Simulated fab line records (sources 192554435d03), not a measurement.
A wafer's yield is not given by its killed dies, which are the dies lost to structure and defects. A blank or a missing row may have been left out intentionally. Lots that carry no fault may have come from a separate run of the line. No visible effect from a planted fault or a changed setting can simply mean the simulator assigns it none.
Which tool was responsible?	flow n5-finfet	9 lots, 26 wafers sampled, at 6 steps of a route of 1938

WHAT EACH GAUGE READ, for each wafer
N5_HKMG_FIN_CD_MEAS_49: the cd target is 202 nm. Usual: cd-nm 202.6 nm, standard deviation 0.72.
lot	measured	on	cd-nm (nm)	flag
L144	day 4 19:02	cd-sem-01	202.2 201.9 203.6	
L146	day 5 10:01	cd-sem-03	202.5 202.1 201.8	
L148	day 5 19:20	cd-sem-02	203.5 201.5 203.2	
L153	day 6 23:41	cd-sem-02	202.6 202.3	
L158	day 8 04:07	cd-sem-02	202.5 201.8 202.4	
L159	day 8 10:49	cd-sem-02	212.4 212.3 211.5	OFF
L160	day 8 15:19	cd-sem-02	210.4 209.2 207.9	OFF
L163	day 9 12:19	cd-sem-03	203.8 203.5 203.3	
L164	day 9 18:47	cd-sem-02	201.3 202.1 202.5	

N5_BEOL_M4_RC_MEAS_101. Usual: DIBL_N 36.0 mV/V, standard deviation 2.2; DIBL_P 35.9 mV/V, standard deviation 2.6; IOFF_N 0.16 nA/um, standard deviation 0.038; IOFF_P 0.21 nA/um, standard deviation 0.042; ION_N 675 uA/um, standard deviation 15; ION_P 463 uA/um, standard deviation 10; SS_N 71.5 mV/dec, standard deviation 0.62; SS_P 73.2 mV/dec, standard deviation 0.76; VT_N 250 mV, standard deviation 4.1; VT_P -251 mV, standard deviation 3.6.
lot	measured	on	DIBL_N (mV/V)	DIBL_P (mV/V)	IOFF_N (nA/um)	IOFF_P (nA/um)	ION_N (uA/um)	ION_P (uA/um)	SS_N (mV/dec)	SS_P (mV/dec)	VT_N (mV)	VT_P (mV)	flag
L144	day 9 02:25	prober-02	33.3 36.6 34.8	33.6 37.5 34.4	0.12 0.17 0.14	0.15 0.20 0.15	657 680 656	446 458 444	70.9 72.6 71.8	73.0 73.8 73.3	253 247 251	-255 -251 -255	
L146	day 9 03:22	prober-01	38.7 36.1 33.1	39.3 35.5 32.3	0.21 0.16 0.12	0.26 0.19 0.16	690 675 662	471 459 452	72.2 72.4 71.2	74.5 73.7 72.1	245 249 252	-249 -251 -253	
L148	day 9 22:17	prober-01	36.5 34.2 35.0	35.6 34.0 34.3	0.15 0.13 0.13	0.20 0.19 0.19	672 682 673	462 473 465	71.5 70.9 70.7	73.3 72.4 72.6	249 253 251	-249 -250 -249	
L153	day 11 07:55	prober-01	34.9 35.5	34.8 36.6	0.14 0.15	0.18 0.20	681 666	466 456	71.4 71.6	72.5 73.4	250 246	-250 -254	
L158	day 12 02:56	prober-02	37.0 37.4 36.6	38.5 38.1 36.9	0.17 0.20 0.17	0.24 0.23 0.22	661 697 686	456 478 464	72.0 71.2 70.7	73.5 73.8 72.4	246 243 248	-249 -251 -250	
L159	day 12 00:15	prober-02	38.2 38.3 37.3	34.2 37.3 36.2	0.15 0.17 0.16	0.19 0.23 0.22	658 691 687	452 473 474	71.8 71.6 71.0	73.3 73.5 73.4	253 245 248	-253 -251 -249	
L160	day 12 17:16	prober-02	38.6 39.9 38.5	39.0 42.4 39.0	0.18 0.22 0.20	0.23 0.29 0.25	675 696 689	464 482 472	71.9 72.1 71.6	73.4 73.9 73.0	249 245 246	-250 -248 -250	
L163	day 13 18:15	prober-01	37.4 33.0 37.6	40.0 33.5 40.5	0.21 0.14 0.22	0.26 0.17 0.25	678 679 692	458 467 470	71.8 71.5 72.9	74.5 72.5 74.6	242 249 244	-250 -254 -249	
L164	day 13 18:21	prober-02	36.0 35.7 35.6	37.0 36.7 37.8	0.18 0.18 0.19	0.25 0.25 0.28	684 693 700	464 475 491	71.0 71.2 71.5	73.4 73.6 74.2	245 244 245	-248 -245 -245	

WHICH TOOL RAN EACH LOT (tool, then ch and the chambers of the sampled wafers, then the start)
lot	N5_SDB_CUT_ETCH_26	N5_HKMG_FIN_EXPOSE_46	N5_HKMG_FIN_ETCH_54	N5_HKMG_FIN_ETCH_55
L144	rie-si-04 ch 0,3, day 4 14:14	arfi-scanner-01 ch 0, day 4 18:55	rie-diel-04 ch 0,3, day 4 19:09	rie-diel-04 ch 0,3, day 4 19:13
L146	rie-si-04 ch 0,3, day 5 04:49	arfi-scanner-03 ch 0, day 5 09:54	rie-diel-06 ch 0,1,2, day 5 10:08	rie-diel-06 ch 0,1,2, day 5 10:11
L148	rie-si-04 ch 0,3, day 5 14:30	arfi-scanner-01 ch 0, day 5 19:13	rie-diel-06 ch 2,3, day 5 19:28	rie-diel-06 ch 2,3, day 5 19:31
L153	rie-si-06 ch 0,3, day 6 18:27	arfi-scanner-03 ch 0, day 6 23:34	rie-diel-06 ch 0,1, day 6 23:55	rie-diel-06 ch 0,1, day 7 00:02
L158	rie-si-03 ch 1,3, day 7 23:20	arfi-scanner-02 ch 0, day 8 03:59	rie-diel-06 ch 0,1,2, day 8 04:14	rie-diel-06 ch 0,1,2, day 8 04:17
L159	rie-si-04 ch 1,3, day 8 06:02	arfi-scanner-01 ch 0, day 8 10:42	rie-diel-06 ch 0,1,3, day 8 10:59	rie-diel-06 ch 0,1,3, day 8 11:02
L160	rie-si-04 ch 0,3, day 8 10:38	arfi-scanner-01 ch 0, day 8 15:11	rie-diel-01 ch 1,2,3, day 8 15:29	rie-diel-01 ch 1,2,3, day 8 15:33
L163	rie-si-04 ch 0,1,2, day 9 07:33	arfi-scanner-02 ch 0, day 9 12:11	rie-diel-01 ch 0,1,3, day 9 12:26	rie-diel-01 ch 0,1,3, day 9 12:29
L164	rie-si-03 ch 0,1,2, day 9 14:00	arfi-scanner-02 ch 0, day 9 18:40	rie-diel-06 ch 0,2, day 9 18:55	rie-diel-06 ch 0,2, day 9 18:58
- N5_SDB_CUT_ETCH_26: etches Si in HBr/Cl2/O2, target depth 129.6 nm, bt time 20 s, time 51.8 s.
- N5_HKMG_FIN_EXPOSE_46: exposes mask NDIPOLE.
- N5_HKMG_FIN_ETCH_54: etches SiARC in CF4, target depth 45.5 nm, time 75.8 s.
- N5_HKMG_FIN_ETCH_55: etches SOC in N2/H2, target depth 240 nm, time 300 s.

AS READ BY THE TOOLS THEMSELVES (means over the sampled wafers that have a number; for cases with no such wafer, the mark the record gives instead)
N5_SDB_CUT_ETCH_26. Usual: O2_flow_sccm 11.99 sccm, standard deviation 0.035; drypump-motor-current-A 5.8 A, standard deviation 0.47; oes-product-au 0.999 a.u., standard deviation 0.014; throttle-valve-pct 37.3 %, standard deviation 0.41.
lot	tool	O2_flow_sccm (sccm)	drypump-motor-current-A (A)	oes-product-au (a.u.)	throttle-valve-pct (%)	flag
L144	rie-si-04	12.03	6.0	1.006	37.6	
L146	rie-si-04	11.99	6.0	1.006	37.6	
L148	rie-si-04	12.01	6.1	1.009	37.6	
L153	rie-si-06	11.98	5.8	0.993	36.7	
L158	rie-si-03	11.95	5.9	0.998	37.1	
L159	rie-si-04	11.96	5.6	1.011	37.5	
L160	rie-si-04	11.96	6.0	1.004	37.6	
L163	rie-si-04	12.01	5.9	1.006	37.3	
L164	rie-si-03	12.02	5.7	0.994	37.6	

N5_HKMG_FIN_EXPOSE_46. Usual: exposure-dose-mJ-cm2 40.17, standard deviation 0.25.
lot	tool	exposure-dose-mJ-cm2	flag
L144	arfi-scanner-01	40.44	
L146	arfi-scanner-03	40.03	
L148	arfi-scanner-01	40.53	
L153	arfi-scanner-03	40.04	
L158	arfi-scanner-02	40.00	
L159	arfi-scanner-01	46.19	OFF
L160	arfi-scanner-01	45.01	OFF
L163	arfi-scanner-02	39.93	
L164	arfi-scanner-02	39.96	

N5_HKMG_FIN_ETCH_54. Usual: drypump-motor-current-A 5.70 A, standard deviation 0.3; etch-rf-on-time-s 75.7 s, standard deviation 2.9; oes-product-au 0.68 a.u., standard deviation 0.069; rf-vpp-V 184.3 V, standard deviation 0.96; showerhead-plenum-p-Torr 2.16 Torr, standard deviation 0.052; throttle-valve-pct 15.58 %, standard deviation 0.3.
lot	tool	drypump-motor-current-A (A)	etch-rf-on-time-s (s)	oes-product-au (a.u.)	rf-vpp-V (V)	showerhead-plenum-p-Torr (Torr)	throttle-valve-pct (%)	flag
L144	rie-diel-04	6.20	74.0	0.77	184.5	2.15	15.23	
L146	rie-diel-06	5.70	75.7	0.69	184.4	2.17	15.60	
L148	rie-diel-06	5.93	74.9	0.73	184.4	2.17	15.51	
L153	rie-diel-06	5.76	76.9	0.66	183.4	2.16	15.54	
L158	rie-diel-06	5.72	74.7	0.68	184.1	2.16	15.65	
L159	rie-diel-06	5.85	76.2	0.67	183.9	2.15	15.53	
L160	rie-diel-01	5.63	78.2	0.63	184.4	2.14	15.93	
L163	rie-diel-01	5.41	75.3	0.69	184.7	2.18	15.70	
L164	rie-diel-06	5.62	74.1	0.70	184.8	2.14	15.63	

N5_HKMG_FIN_ETCH_55. Usual: drypump-motor-current-A 5.71 A, standard deviation 0.3; oes-product-au 0.80 a.u., standard deviation 0.083; rf-vpp-V 524.3 V, standard deviation 1.9; showerhead-plenum-p-Torr 2.56 Torr, standard deviation 0.066; throttle-valve-pct 17.83 %, standard deviation 0.24.
lot	tool	drypump-motor-current-A (A)	oes-product-au (a.u.)	rf-vpp-V (V)	showerhead-plenum-p-Torr (Torr)	throttle-valve-pct (%)	flag
L144	rie-diel-04	6.20	0.91	523.4	2.56	17.57	
L146	rie-diel-06	5.71	0.82	524.1	2.56	17.82	
L148	rie-diel-06	5.93	0.86	525.4	2.57	17.66	
L153	rie-diel-06	5.76	0.77	523.4	2.55	17.84	
L158	rie-diel-06	5.72	0.79	524.3	2.55	17.85	
L159	rie-diel-06	5.84	0.77	523.7	2.56	17.76	
L160	rie-diel-01	5.66	0.74	523.9	2.55	18.21	
L163	rie-diel-01	5.40	0.81	524.5	2.61	18.09	
L164	rie-diel-06	5.64	0.83	524.7	2.53	17.84	

THE ANSWER, worked out from the rows above alone
Rule: a lot is off if the mean of its wafers that have a number lies more than 3 standard deviations from the usual mean. Also off: a lot with no number at a reading for which 4 or more lots have one. Where the step has rows for the other lots, those lots are counted as sound. First the gauges in route order, then the tools' own readings, where a lot's mean is used as printed above. At the first step where some lot is off, the reading lying furthest off is the one used; lots without a number count as furthest.
Off at N5_HKMG_FIN_CD_MEAS_49 (cd-nm): L159, L160.
A tool fits if, at a process step before that reading, it ran every lot that is off, and no sound lot after the first of them. The gauges at N5_HKMG_FIN_CD_MEAS_49 aren't tried: what is off there is off at N5_HKMG_FIN_EXPOSE_46 too, on other tools, and a gauge's error can't cause that. One fits: N5_HKMG_FIN_EXPOSE_46 on arfi-scanner-01. A fault onset in the window from L148 (day 5 19:13, its last sound lot) to L159 (day 8 10:42, its first lot off) fits.
On the lots that are off, the tool's own readings at N5_HKMG_FIN_EXPOSE_46 differ by more than 5 times the standard deviation of the sound lots' means, which bears it out; exposure-dose-mJ-cm2 reads 45.60 there versus 40.13 on the sound lots.

WHAT THE SIMULATOR HAD INSERTED
Process parameter drift: arfi-scanner-01, from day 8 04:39 on, at N5_HKMG_FIN_EXPOSE_46. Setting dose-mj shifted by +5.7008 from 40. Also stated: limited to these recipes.
Shown lots that were struck: L159, L160. This agrees with what the rule above found.
